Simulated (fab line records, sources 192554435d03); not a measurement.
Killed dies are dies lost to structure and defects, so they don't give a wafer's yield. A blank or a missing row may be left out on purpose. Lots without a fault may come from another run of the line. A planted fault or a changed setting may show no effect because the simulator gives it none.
A struck lot beside a sound one | flow n5_finfet | 35 steps out of a route of 1938
Sound: wafers L425.3, L425.5, L425.6. Struck: wafer L430.1. (L430.2, L430.6 of the same lot were not struck and are left out.) The cause comes at the end.
At each step with rows: each side's tool, then ch and its chambers, then its first start. Under that, the readings that differ: sound wafers | struck wafers | difference of the means | sigmas: that difference in standard deviations of wafers without a fault.
alike: readings whose means differ by less than 2 such deviations, and words and numbers that are the same on both sides. not compared: withheld readings, readings that some wafer has no value for, bounds like >300 that may hide the same value, and numbers for which the record gives no deviation and whose values overlap.
The two part at a step that has a row with sigmas, a row that says differs or no value, or rows on one side only. Numbers that don't overlap but have no deviation are shown without sigmas and don't part them. A reading that every wafer of one side lacks parts them only if that side has two wafers or more.

first, 12 steps without rows for these wafers: N5_SD_EPI_P_ETCH_37 (etches SOC in N2/H2, overetch 108 nm, time 486 s); N5_SD_EPI_P_STRIP_38 (strips in N2/H2); N5_SD_EPI_P_ETCHBACK_46 (etches SiNx in CH3F/O2, stops on SiO2, target depth 17.5 nm); N5_SD_EPI_P_ETCH_47 (etches SiOCN in CH3F/O2, target depth 25 nm); N5_SD_EPI_P_ETCH_16 (etches SiO2 in CHF3/O2, target depth 5 nm); N5_SD_EPI_P_STRIP_50 (strips in CHF3/O2); N5_SD_EPI_P_SD_RECESS_17 (chemistry HBr/Cl2/O2, target depth 39.1 nm, bt time 3 s); N5_SD_EPI_P_WET_ETCH_45 (etches SiO2 in dHF, time 10.7 s, target depth 2 nm, rinse time 30 s); N5_SD_EPI_P_STRIP_40 (strips in N2/H2); N5_SD_EPI_P_PRECLEAN_52 (cleans in O3/DIW, time 60 s); N5_SD_EPI_P_SRD_20 (time 30 s); N5_SD_EPI_P_PRECLEAN_51 (cleans in NF3:NH3, afs cycles 1, time 20 s, sublimation time 60 s).
N5_SD_EPI_P_VAPOR_ETCH_44: etches SiGe30 in NF3/Ar, time 3.3 s.
  sound on epi_rpcvd-04 ch 0, day 4 22:06; struck on epi_rpcvd-04 ch 0, day 6 03:39
  not compared: susceptor_temp_C
then, 20 steps without rows for these wafers: N5_SD_EPI_P_EPI_21 (deposits SiGe:B, time 355 s); N5_SD_EPI_P_HM_STRIP_48 (strips SiNx in H3PO4, material SiNx, target depth 3 nm); N5_SD_EPI_P_SRD_49 (time 30 s); N5_SD_EPI_P_PRECLEAN_24 (cleans in O3/DIW, time 45 s); N5_SD_EPI_P_PRECLEAN_32 (cleans in dHF, time 10 s); N5_SD_EPI_P_PRECLEAN_33 (cleans in SC2, time 45 s); N5_SD_EPI_P_SRD_25 (time 30 s); N5_SD_ACTIVATION_RTA_00 (time 0 s); N5_SD_ACTIVATION_LSA_01 (time 0.0008 s); N5_ILD0_LINER_00 (material SiNx, target thk 4 nm, pulse time 1 s, purge time 2 s); N5_ILD0_FCVD_FILL_01 (material SiO2 flowable, target thk 200 nm, time 328.3 s); N5_ILD0_CURE_02 (time 1800 s); N5_ILD0_CMP_03 (polishes, stops on SiNx, t overpolish 1.9 s, target thk 197.38 nm); N5_ILD0_CMP_07 (polishes SiO2 flowable, stops on poly-Si, t overpolish 1.18 s, target thk 138.88 nm); N5_ILD0_PRECLEAN_10 (cleans in NF3:NH3, afs cycles 5, time 20 s, sublimation time 60 s); N5_ILD0_ALD_15 (deposits SiNx, target thk 24 nm, pulse time 1 s, ald cycles 480); N5_ILD0_CMP_12 (polishes SiNx, stops on poly-Si, t overpolish 6 s, target thk 17.67 nm); N5_SDB_HM_DEP_00 (deposits SiNx from SiH4/NH3/N2, target thk 40 nm, time 35.3 s); N5_SDB_COAT_03 (time 60 s, resist thk 100 nm); N5_SDB_COAT_04 (time 60 s, resist thk 18 nm).
-- the record jumps here: 5 days lie between the struck wafers' starts before and after (it left off in module SDB and takes up again in module BEOL_M4, whose first step shown is number 1111 of the route) --
N5_BEOL_M4_RC_MEAS_101:
  sound on prober-01 ch 0, day 10 07:19; struck on prober-01 ch 0, day 11 03:30
  reading            | sound                | struck | difference | sigmas
  DIBL_P (mV/V)      | 35.9 36.9 37.0       | 31.8   | -4.8       | -3
  IOFF_P (nA/um)     | 0.214 0.230 0.235    | 0.124  | -0.102     | -4
  IOFF_P_85C (nA/um) | 3.8 4.0 4.1          | 2.4    | -1.6       | -4
  IOFF_P_LIN (nA/um) | 0.101 0.105 0.107    | 0.065  | -0.039     | -4
  ION_P (uA/um)      | 459 467 472          | 435    | -31        | -5
  REXT_P (ohm.um)    | 98.9 100.0 98.9      | 117.0  | +17.7      | +8
  SS_P (mV/dec)      | 73.2 73.8 73.8       | 71.8   | -1.8       | -3
  VT_P (mV)          | -249.8 -249.7 -250.1 | -257.4 | -7.5       | -3
  VT_P_LVT (mV)      | -98 -97 -96          | -107   | -10        | -3
  alike: DIBL_N, IOFF_N, ION_N, SS_N, VT_N
-- the record jumps here: 5 days lie between the struck wafers' starts before and after (it left off in module BEOL_M4 and takes up again in module PASSIVATION, whose first step shown is number 1936 of the route) --
N5_PASSIVATION_PROBE_49:
  sound on prober-01, day 14 21:37; struck on prober-01, day 15 18:20
  reading              | sound          | struck | difference | sigmas
  sort_bin_8_speed (%) | 0 0 0          | 17.20  | +17.20     | +99 or more
  sort_n_pass          | 1086 1080 1089 | 876    | -209       | -12
  sort_yield_pct (%)   | 92.0 91.5 92.3 | 74.2   | -17.7      | -12
  alike: defect_limited_yield, killed_at_M0_to_M3, killed_at_M4_up, killed_at_contacts, killed_at_front_end, killed_at_other, killed_dies, killed_open, killed_short, sort_bin_5_function, sort_bin_6_memory

WHERE THEY PART
First at N5_BEOL_M4_RC_MEAS_101; last, within this record, at N5_PASSIVATION_PROBE_49.

WHY: what the simulator had put in
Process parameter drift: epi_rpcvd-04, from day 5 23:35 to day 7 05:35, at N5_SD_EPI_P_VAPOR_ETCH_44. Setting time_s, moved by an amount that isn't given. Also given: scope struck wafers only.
